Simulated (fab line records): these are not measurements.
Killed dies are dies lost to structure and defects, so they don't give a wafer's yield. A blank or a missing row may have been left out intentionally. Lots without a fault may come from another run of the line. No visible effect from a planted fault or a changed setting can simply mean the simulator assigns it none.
Chamber matching || flow nandHarc || NHARC_A_BLC_CMP_25 on cmp-01: 4 sister chambers
The step polishes, t overpolish 30 s, target thk 150 nm. 8 wafers are shown with their chamber, then 8 later ones without.

WAFERS, EACH WITH ITS CHAMBER
{"wafer": "L077.4", "chamber": 2, "motorCurrentA (A)": 10.8, "timeToEndpointS (s)": 29.3}
{"wafer": "L080.3", "chamber": 2, "motorCurrentA (A)": 10.7, "timeToEndpointS (s)": 35.2}
{"wafer": "L084.3", "chamber": 0, "motorCurrentA (A)": 12.2, "timeToEndpointS (s)": 31.2}
{"wafer": "L084.6", "chamber": 1, "motorCurrentA (A)": 15.2, "timeToEndpointS (s)": 29.2}
{"wafer": "L085.1", "chamber": 1, "motorCurrentA (A)": 15.2, "timeToEndpointS (s)": 25.8}
{"wafer": "L085.3", "chamber": 0, "motorCurrentA (A)": 11.9, "timeToEndpointS (s)": 29.5}
{"wafer": "L085.6", "chamber": 3, "motorCurrentA (A)": 12.0, "timeToEndpointS (s)": 28.9}
{"wafer": "L094.1", "chamber": 3, "motorCurrentA (A)": 11.9, "timeToEndpointS (s)": 34.9}

WAFERS WITHOUT THEIR CHAMBER
{"wafer": "L094.2", "motorCurrentA (A)": 12.4, "timeToEndpointS (s)": 30.3}
{"wafer": "L094.3", "motorCurrentA (A)": 14.7, "timeToEndpointS (s)": 28.9}
{"wafer": "L094.4", "motorCurrentA (A)": 10.5, "timeToEndpointS (s)": 30.5}
{"wafer": "L094.5", "motorCurrentA (A)": 10.9, "timeToEndpointS (s)": 31.9}
{"wafer": "L094.6", "motorCurrentA (A)": 14.5, "timeToEndpointS (s)": 29.5}
{"wafer": "L097.3", "motorCurrentA (A)": 10.3, "timeToEndpointS (s)": 29.0}
{"wafer": "L097.4", "motorCurrentA (A)": 14.9, "timeToEndpointS (s)": 28.9}
{"wafer": "L097.5", "motorCurrentA (A)": 10.2, "timeToEndpointS (s)": 29.8}

EACH ONE'S CHAMBER
{"wafer": "L094.2", "from the rows above": "can't be placed: 0 or 3", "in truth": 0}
{"wafer": "L094.3", "from the rows above": 1, "in truth": 1}
{"wafer": "L094.4", "from the rows above": 2, "in truth": 2}
{"wafer": "L094.5", "from the rows above": 2, "in truth": 2}
{"wafer": "L094.6", "from the rows above": 1, "in truth": 1}
{"wafer": "L097.3", "from the rows above": 2, "in truth": 2}
{"wafer": "L097.4", "from the rows above": 1, "in truth": 1}
{"wafer": "L097.5", "from the rows above": 2, "in truth": 2}
Correct placement for 7 of the 8. Cannot be placed on the basis of these rows: 1; the candidates contain the true chamber in 1. 0 placed wrongly.
How it was worked out, from the rows above alone: a wafer's distance from a chamber is the root of the sum, over the readings, of the square of ((its reading less the chamber's mean) divided by the reading's scatter). If the next closest chamber is less than 2 further off than the closest, the wafer can't be placed; otherwise it belongs to the closest. For every chamber, the mean is computed from those of its wafers that are shown. The scatter is the square root of a quotient: the sum, over the shown wafers, of each reading's squared deviation from its chamber's mean, divided by wafers minus chambers.
